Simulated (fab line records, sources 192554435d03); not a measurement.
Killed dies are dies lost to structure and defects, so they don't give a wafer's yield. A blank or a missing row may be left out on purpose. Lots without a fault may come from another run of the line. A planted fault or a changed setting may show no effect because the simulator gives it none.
Split-lot experiment | flow n5_finfet | 7 lots, 39 wafers read, on a route of 1938 steps

THE SPLIT
At N5_MOL_CONTACT_COAG_PRECLEAN_111 (cleans in NF3:NH3, afs cycles 1, time 20 s, sublimation time 60 s), the setting time_s was moved away from the recipe's 20 s on 15 of the 39 wafers read, by -59.3% to +52.0%. The other wafers ran this setting at the recipe's value.

FROM THE SPLIT TO THE READING: what the file shows between them, 9 steps
- N5_MOL_CONTACT_COAG_TI_SIL_19: material Ti, target thk 4.2 nm, time 15 s
- N5_MOL_CONTACT_COAG_ALD_20: deposits TiN, target thk 1.5 nm, pulse time 1 s, purge time 3 s
- N5_MOL_CONTACT_COAG_PRECLEAN_125: cleans in DIW, time 57.5 s
- N5_MOL_CONTACT_COAG_SRD_126: dry time 32 s
- N5_MOL_CONTACT_COAG_CMP_23: polishes, stops on SiO2, t overpolish 1.5 s, target thk 0 nm
- N5_MOL_CONTACT_COAG_WET_ETCH_26: target Co, target depth 13 nm
- N5_MOL_CONTACT_COAG_WET_ETCH_116: etches the open film in SC1-inhibited, target depth 4.6 nm, rinse time 30 s
- N5_MOL_CONTACT_COAG_ALD_27: deposits SiOC, target thk 17 nm, pulse time 1.5 s, time 2720 s
- N5_MOL_CONTACT_COAG_CMP_28: polishes, stops on SiNx, t overpolish 0.85 s, target thk 14.522 nm

THE READING
MD_CAP_THK, in nm, at N5_MOL_CONTACT_COAG_THK_MEAS_29. Fault-free wafers of this fab line usually give 17.91 nm, standard deviation 0.08 nm.

wafer  | tool, chamber at the split | time_s as run, s | against the recipe | MD_CAP_THK, nm | against lot-mates on the recipe
L077.1 | remote_plasma-01, 1        | 20               | recipe             | 17.94          | -
L077.2 | remote_plasma-01, 1        | 12.91            | -35.5%             | 18.09          | +0.14
L077.3 | remote_plasma-01, 1        | 20               | recipe             | 17.91          | -
L077.4 | remote_plasma-01, 1        | 12.91            | -35.5%             | 18.11          | +0.16
L077.5 | remote_plasma-01, 1        | 20               | recipe             | 17.99          | -
L077.6 | remote_plasma-01, 1        | 12.91            | -35.5%             | 18.23          | +0.28
L079.1 | remote_plasma-01, 0        | 20               | recipe             | 17.76          | -
L079.2 | remote_plasma-01, 0        | 20               | recipe             | 17.84          | -
L079.3 | remote_plasma-01, 0        | 20               | recipe             | 17.80          | -
L079.4 | remote_plasma-01, 0        | 16.03            | -19.8%             | 18.00          | +0.20
L079.5 | remote_plasma-01, 0        | 16.03            | -19.8%             | 18.03          | +0.23
L079.6 | remote_plasma-01, 0        | 16.03            | -19.8%             | 18.12          | +0.32
L082.1 | remote_plasma-02, 0        | 8.146            | -59.3%             | 18.25          | +0.49
L082.2 | remote_plasma-02, 0        | 8.146            | -59.3%             | 18.18          | +0.42
L082.3 | remote_plasma-02, 0        | 20               | recipe             | 17.75          | -
L082.4 | remote_plasma-02, 0        | 8.146            | -59.3%             | 18.25          | +0.49
L082.5 | remote_plasma-02, 0        | 20               | recipe             | 17.82          | -
L082.6 | remote_plasma-02, 0        | 20               | recipe             | 17.70          | -
L089.1 | remote_plasma-02, 0        | 26.8             | +34.0%             | 17.62          | -0.30
L089.2 | remote_plasma-02, 0        | 26.8             | +34.0%             | 17.67          | -0.25
L089.3 | remote_plasma-02, 0        | 26.8             | +34.0%             | 17.64          | -0.28
L089.4 | remote_plasma-02, 0        | 20               | recipe             | 18.00          | -
L089.5 | remote_plasma-02, 0        | 20               | recipe             | 17.92          | -
L089.6 | remote_plasma-02, 0        | 20               | recipe             | 17.85          | -
L090.1 | remote_plasma-01, 1        | 30.4             | +52.0%             | 17.56          | -0.30
L090.2 | remote_plasma-01, 1        | 20               | recipe             | 17.95          | -
L090.3 | remote_plasma-01, 1        | 20               | recipe             | 17.84          | -
L090.4 | remote_plasma-01, 1        | 20               | recipe             | 17.78          | -
L090.5 | remote_plasma-01, 1        | 30.4             | +52.0%             | 17.63          | -0.23
L090.6 | remote_plasma-01, 1        | 30.4             | +52.0%             | 17.56          | -0.30
L091.1 | remote_plasma-01, 1        | 20               | recipe             | 17.94          | -
L091.2 | remote_plasma-01, 1        | 20               | recipe             | 18.03          | -
L091.3 | remote_plasma-01, 1        | 20               | recipe             | 17.90          | -
L091.4 | remote_plasma-01, 1        | 20               | recipe             | 18.06          | -
L091.5 | remote_plasma-01, 1        | 20               | recipe             | 17.88          | -
L091.6 | remote_plasma-01, 1        | 20               | recipe             | 17.94          | -
L093.3 | remote_plasma-01, 1        | 20               | recipe             | 17.89          | -
L093.4 | remote_plasma-01, 1        | 20               | recipe             | 18.00          | -
L093.6 | remote_plasma-01, 1        | 20               | recipe             | 17.98          | -

THE FIT
A straight line over all 39 wafers: MD_CAP_THK changes by -0.00624 nm for each +1% of time_s; r = -0.90; the points scatter about the line by 0.082 nm.
The same after taking each lot's own level away (the mean of its wafers on the recipe; 39 wafers): -0.007 nm for each +1%; r = -0.94; scatter 0.069 nm.
On that fit, the largest move of time_s shifts the reading by 0.41 nm.
The lots' own levels span 17.757 to 17.958 nm, that is 2.5 times the standard deviation above.
So the lot-to-lot level changes the slope: the two fits differ.
Check: with one of the wafers moved furthest among these (-59.3%) left out of the fit, the line predicts +0.416 nm for it against its lot-mates. It came out at +0.493 nm against them.

OTHER SPLITS ON THESE WAFERS
These wafers also went through other splits before the reading. Each is held against what the fit with the lots' levels taken away leaves over:
other split on the same wafers                 | wafers away from the commonest value | r with MD_CAP_THK (lot level and that fit taken away)
N5_PMOS_HMC_CHANNEL_EPI_HM_DEP_34 target_thk_a | 12                                   | -0.18
N5_DUMMY_GATE_HM_DEP_06 target_thk_a           | 18                                   | -0.05

THE WHOLE CHAIN: every reading that the file lists as answering this split, in the file's order
step                             | what it does                                                                | reading                                                                             | change (the file's fit)                 | r (the file's)
N5_MOL_CONTACT_COAG_PRECLEAN_111 | cleans in NF3:NH3, afs cycles 1, time 20 s, sublimation time 60 s           | SiNx_of_SPACER0_ALD_07.thk_nm (the simulator's own value, which no gauge read)      | -0.00811 nm for each +1% of the setting | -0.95
N5_MOL_CONTACT_COAG_PRECLEAN_111 | cleans in NF3:NH3, afs cycles 1, time 20 s, sublimation time 60 s           | SiNx_of_GATE_CUT_SAC_CAP_01.thk_nm (the simulator's own value, which no gauge read) | -0.00698 nm for each +1% of the setting | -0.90
N5_MOL_CONTACT_COAG_CMP_23       | polishes, stops on SiO2, t overpolish 1.5 s, target thk 0 nm                | SiNx_of_GATE_CUT_SAC_CAP_01.thk_nm (the simulator's own value, which no gauge read) | -0.00792 nm for each +1% of the setting | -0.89
N5_MOL_CONTACT_COAG_WET_ETCH_116 | etches the open film in SC1-inhibited, target depth 4.6 nm, rinse time 30 s | SiNx_of_GATE_CUT_SAC_CAP_01.thk_nm (the simulator's own value, which no gauge read) | -0.00761 nm for each +1% of the setting | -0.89
N5_MOL_CONTACT_COAG_CMP_28       | polishes, stops on SiNx, t overpolish 0.85 s, target thk 14.522 nm          | SiNx_of_GATE_CUT_SAC_CAP_01.thk_nm (the simulator's own value, which no gauge read) | -0.00587 nm for each +1% of the setting | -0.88
N5_MOL_CONTACT_COAG_THK_MEAS_29  |                                                                             | MD_CAP_THK                                                                          | -0.00709 for each +1% of the setting    | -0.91
N5_MOL_CONTACT_COAG_ETCH_47      | etches SiNx in CH3F/O2, stops on W, target depth 27 nm                      | etch.depth_nm (the simulator's own value, which no gauge read)                      | -0.00706 nm for each +1% of the setting | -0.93
N5_MOL_CONTACT_COAG_ETCH_47      | etches SiNx in CH3F/O2, stops on W, target depth 27 nm                      | MOL_CONTACT_COAG.feature_depth_nm (the simulator's own value, which no gauge read)  | -0.00587 nm for each +1% of the setting | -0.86

THE FILE'S OWN FIT
MD_CAP_THK changes by -0.00709 nm for each +1% of time_s, r = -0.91.
